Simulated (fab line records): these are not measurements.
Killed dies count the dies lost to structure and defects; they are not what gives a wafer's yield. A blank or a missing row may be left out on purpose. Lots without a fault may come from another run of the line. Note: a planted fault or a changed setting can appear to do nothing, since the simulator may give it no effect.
Comparing a struck lot with a sound one / flow n5-finfet / 15 steps out of a route of 1938
Sound: these wafers, L187.1, L187.2, L187.4. Struck: wafers L178.4, L178.5 (left out: L178.3, a lot-mate that was not struck); the cause follows at the end.
Order at every step that has rows: each side's tool, ch and its chambers, its first start. Under that, the readings that differ: sound wafers / struck wafers / difference of the means / sigmas: that difference in standard deviations of wafers without a fault.
alike: same words and numbers on both sides, and readings whose means sit less than 2 such deviations apart. not compared: any withheld reading, any reading some wafer has no value for, any bound like >300 that may hide the same value, and any number with overlapping values for which the record gives no deviation.
A row with sigmas, a row that says differs or no value, or rows on one side alone: a step with any of these is where the two part. Numbers that don't overlap but have no deviation are shown without sigmas and don't part them. A reading that every wafer of one side lacks parts them only if that side has two wafers or more.

N5_BEOL_M13_TRENCH_ETCH_34: etches SiOC in C4F8/O2/Ar, target depth 413.47 nm, time 162.6 s.
  sound on rie-diel-01 ch 0,1, day 18 10:13; struck on rie-diel-03 ch 1,2, day 15 23:43
  alike: drypump-motor-current-A, oes-product-au, rf-vpp-V, showerhead-plenum-p-Torr, throttle-valve-pct
  not compared: rf-hours-counter-h
then, 1 step without rows for these wafers: N5_BEOL_M13_STRIP_70 (strips in C4F8/O2/Ar).
N5_BEOL_M13_OCD_MEAS_35:
  sound on ocd-01, day 18 10:24; struck on ocd-02, day 15 23:53
  alike: trench-depth-nm
N5_BEOL_M13_STRIP_37: strips in N2/H2.
  sound on plasma-asher-01 ch 0,1, day 18 10:26; struck on plasma-asher-01 ch 0, day 15 23:57
  alike: drypump-motor-current-A, heater-power-w, n2-flow-sccm, oes-product-au
  not compared: rf-hours-counter-h
then, 3 steps without rows for these wafers: N5_BEOL_M13_ETCH_38 (etches SiCN in CF4/N2, target depth 67.5 nm, time 71.9 s); N5_BEOL_M13_PRECLEAN_39 (cleans in residue remover, time 60 s); N5_BEOL_M13_SRD_40 (time 30 s, dry time 30 s).
N5_BEOL_M13_DEGAS_41: time 60 s.
  sound on pvd-sputter-02, day 18 15:39; struck on pvd-sputter-01, day 16 02:37
  alike: heater-power-w
then, 1 step without rows for these wafers: N5_BEOL_M13_PRE_CLEAN_42 (time 30 s).
N5_BEOL_M13_SPUTTER_43: material TaN, target thk 15 nm, time 24.19 s.
  sound on pvd-sputter-02, day 18 15:44; struck on pvd-sputter-01, day 16 02:42
  alike: cathode-dc-power-W, throttle-valve-pct
then, 2 steps without rows for these wafers: N5_BEOL_M13_SPUTTER_44 (material Ta, target thk 10 nm, time 16.13 s); N5_BEOL_M13_SPUTTER_45 (material Cu, target thk 80 nm, time 13.33 s).
N5_BEOL_M13_ECD_47: material Cu, target thk 936 nm.
  sound on ecd-cu-01 ch 0,1, day 18 16:01; struck on ecd-cu-01 ch 0, day 16 03:01
reading=model.Cu_of_BEOL_M13_ECD_47.thk-nm (nm); sound=924.4 929.4 924.4; struck=515.8 512; difference=-412.2; sigmas=
N5_BEOL_M13_ANNEAL_48: time 90 s.
  sound on rtp-anneal-02 ch 0, day 18 16:41; struck on rtp-anneal-01 ch 0, day 16 03:14
  alike: wafer_temp_C_max
N5_PASSIVATION_PROBE_49:
  only the struck wafers here have rows in the record (prober-01, day 17 04:17); the sound ones have none

## WHERE THEY PART
At N5_PASSIVATION_PROBE_49 and nowhere else, as far as this record goes.

WHY: what had been put in by the simulator
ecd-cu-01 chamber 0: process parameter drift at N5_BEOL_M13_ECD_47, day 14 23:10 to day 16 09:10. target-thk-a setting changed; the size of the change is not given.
